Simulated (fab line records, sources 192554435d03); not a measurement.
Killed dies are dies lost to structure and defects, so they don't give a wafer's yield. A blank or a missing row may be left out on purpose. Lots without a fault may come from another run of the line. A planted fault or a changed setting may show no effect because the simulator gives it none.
Problem report in the 8D (eight disciplines) form, filled by code | flow n5_finfet | the parts of the form that need people (team, actions taken, sign-off) are left out

1. THE PROBLEM
killed_at_M0_to_M3 at N5_PASSIVATION_PROBE_49 reads a mean of 1114 on 9 wafers of 3 lots; wafers without a fault read 33 with a standard deviation of 11. That is +98 standard deviations from the usual mean.
First seen on wafer L823.2, day 15 18:09, on prober-01. The record holds 9 wafers of 3 lots with a number at this step. Rule for "out", or "out of limits": more than 4 standard deviations from the usual mean. The other wafers with a number count as sound.

2. WHAT IT IS AND WHAT IT IS NOT
question                    | is                                                                                                                     | is not
which readings at this step | killed_at_M0_to_M3, defect_limited_yield, killed_dies, killed_on_rim, sort_bin_5_function, sort_n_pass, sort_yield_pct | killed_at_M4_up, killed_at_contacts, killed_at_front_end, killed_open, sort_bin_4_leakage, sort_bin_6_memory, sort_bin_8_speed
which lots                  | L822, L823, L824                                                                                                       | -
which wafers of those lots  | all that have a number                                                                                                 | -
read on which tools         | prober-01, prober-02                                                                                                   | -
when                        | from day 15 18:09                                                                                                      | up to then (0 sound wafers)

3. SUSPECTS, AND WHAT RULES EACH OUT
Counting: a tool at a process step up to the reading stays a suspect if it ran every lot that is out and no sound lot after the first of them.
- vapor_etch-02 at N5_BEOL_M0_SAQP_RECESS_104 (chemistry HF/NH3, target SiO2, target depth 18 nm, afs cycles 3, sublimation time 60 s): kept. It ran every lot that is out, first L822 (day 9 04:20), and no sound lot after that.
- vapor_etch-02 at N5_BEOL_M0_SAQP_RECESS_109 (chemistry HF/NH3, target SiO2, target depth 3 nm, afs cycles 1, sublimation time 60 s): kept. It ran every lot that is out, first L822 (day 9 05:00), and no sound lot after that.
Left after counting: vapor_etch-02 at N5_BEOL_M0_SAQP_RECESS_104, vapor_etch-02 at N5_BEOL_M0_SAQP_RECESS_109.

4. THE CAUSE (what the simulator had put in)
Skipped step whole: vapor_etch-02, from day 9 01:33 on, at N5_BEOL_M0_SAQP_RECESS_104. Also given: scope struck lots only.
Counting left 2 suspects, and this tool is among them.

5. THE CHAIN OF EFFECTS, in route order
Each row: a reading whose mean over the struck wafers that have a number lies more than 3 standard deviations from the usual. Only readings for which the record gives a usual standard deviation are gone through. hours: the time from each lot's start at the first step in this table that gives one to its start at this step, as a median over the lots. sigmas: the change in usual standard deviations.
hours | step                    | reading              | usual  | on struck wafers | change | sigmas
0     | N5_PASSIVATION_PROBE_49 | defect_limited_yield | 91.5 % | 0.0              | -91.5  | -54
0     | N5_PASSIVATION_PROBE_49 | killed_at_M0_to_M3   | 33     | 1114             | +1081  | +98
0     | N5_PASSIVATION_PROBE_49 | killed_dies          | 101    | 1180             | +1079  | +54
0     | N5_PASSIVATION_PROBE_49 | killed_on_rim        | 13     | 152              | +139   | +34
0     | N5_PASSIVATION_PROBE_49 | sort_bin_5_function  | 5.0 %  | 96.4             | +91.4  | +83
0     | N5_PASSIVATION_PROBE_49 | sort_n_pass          | 1078   | 0                | -1078  | -54
0     | N5_PASSIVATION_PROBE_49 | sort_yield_pct       | 91.4 % | 0.0              | -91.4  | -54
The process steps in it:
- N5_PASSIVATION_PROBE_49
Readings that are blank on the struck wafers while sound wafers have them: drypump_motor_current_A at N5_BEOL_M0_SAQP_RECESS_104; temp_c at N5_BEOL_M0_SAQP_RECESS_104.

6. WHAT WOULD HAVE CAUGHT IT SOONER
In this record the first reading out of limits was taken at day 15 18:09, 161 hours after the fault began at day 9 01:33.
At N5_BEOL_M0_SAQP_RECESS_104 the tool's readings are blank on the struck wafers, where sound wafers have them: an empty tool record is the first sign, and it was there at once.
All the lots that are out (3) had begun N5_BEOL_M0_SAQP_RECESS_104 on vapor_etch-02 by day 15 18:09. A hold on the tool at that time would have spared none of them.
